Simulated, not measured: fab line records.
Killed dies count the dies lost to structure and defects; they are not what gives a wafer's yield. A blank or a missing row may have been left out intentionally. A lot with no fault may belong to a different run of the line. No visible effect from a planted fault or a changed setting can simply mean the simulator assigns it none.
Chamber matching | flow n5 finfet | 4 sister chambers for N5_BEOL_M15_VIA_ETCH_16 on rie diel-02
The step etches SiO2 in C4F8/O2/Ar, target depth 1792.2 nm. 24 wafers are shown with their chamber, then 12 later ones without.

EACH WAFER AND ITS CHAMBER
wafer  | chamber | showerhead plenum p Torr (Torr) | rf vpp V (V) | drypump motor current A (A)
L075.1 | 2       | 3.18                            | 2180         | 5.6
L075.3 | 1       | 3.32                            | 2236         | 5.4
L075.6 | 0       | 3.41                            | 2184         | 5.8
L076.1 | 0       | 3.41                            | 2184         | 5.8
L076.4 | 2       | 3.18                            | 2180         | 5.7
L076.6 | 1       | 3.32                            | 2234         | 5.4
L080.2 | 0       | 3.41                            | 2184         | 5.8
L080.3 | 3       | 3.50                            | 2262         | 5.9
L080.5 | 0       | 3.41                            | 2182         | 5.8
L079.2 | 2       | 3.18                            | 2179         | 5.6
L079.3 | 3       | 3.50                            | 2263         | 5.9
L079.4 | 1       | 3.32                            | 2235         | 5.4
L082.2 | 2       | 3.18                            | 2179         | 5.7
L082.5 | 2       | 3.18                            | 2179         | 5.7
L082.6 | 3       | 3.50                            | 2262         | 5.9
L078.2 | 3       | 3.50                            | 2261         | 5.9
L078.4 | 1       | 3.31                            | 2235         | 5.4
L078.6 | 2       | 3.18                            | 2180         | 5.7
L086.3 | 1       | 3.31                            | 2236         | 5.4
L086.4 | 3       | 3.50                            | 2264         | 5.9
L086.5 | 1       | 3.31                            | 2235         | 5.4
L089.2 | 1       | 3.31                            | 2235         | 5.4
L089.4 | 2       | 3.17                            | 2177         | 5.7
L089.6 | 2       | 3.17                            | 2178         | 5.7

SIGNATURES (averages over the wafers above)
reading                  | chamber 0 | chamber 1 | chamber 2 | chamber 3 | scatter within a chamber
showerhead plenum p Torr | 3.4100    | 3.3143    | 3.1775    | 3.5000    | 0.00401
rf vpp V                 | 2183.50   | 2235.14   | 2179.00   | 2262.40   | 0.976
drypump motor current A  | 5.800     | 5.400     | 5.675     | 5.900     | 0.0274
Rule: a wafer's distance from a chamber is the root of the sum, over the readings, of the square of ((its reading less the chamber's mean) divided by the reading's scatter). The wafer belongs to the nearest chamber; if the next one is less than 2 further off, it can't be placed. The scatter is the square root of a quotient: the sum, over the shown wafers, of each reading's squared deviation from its chamber's mean, divided by wafers minus chambers.

WAFERS MISSING THEIR CHAMBER
wafer  | showerhead plenum p Torr (Torr) | rf vpp V (V) | drypump motor current A (A)
L088.3 | 3.17                            | 2177         | 5.7
L088.5 | 3.49                            | 2262         | 5.9
L088.6 | 3.17                            | 2178         | 5.6
L087.2 | 3.31                            | 2234         | 5.4
L087.3 | 3.49                            | 2263         | 5.9
L087.5 | 3.49                            | 2262         | 5.9
L090.2 | 3.39                            | 2183         | 5.8
L090.4 | 3.49                            | 2260         | 5.9
L090.5 | 3.39                            | 2180         | 5.8
L094.2 | 3.39                            | 2182         | 5.8
L094.3 | 3.30                            | 2235         | 5.4
L094.4 | 3.30                            | 2234         | 5.4

CHAMBER TAKEN BY EACH
wafer  | from the rows above | in truth
L088.3 | 2                   | 2
L088.5 | 3                   | 3
L088.6 | 2                   | 2
L087.2 | 1                   | 1
L087.3 | 3                   | 3
L087.5 | 3                   | 3
L090.2 | 0                   | 0
L090.4 | 3                   | 3
L090.5 | 0                   | 0
L094.2 | 0                   | 0
L094.3 | 1                   | 1
L094.4 | 1                   | 1
12 of 12 placed correctly. Not placeable from these rows: 0. Wrongly placed: 0.
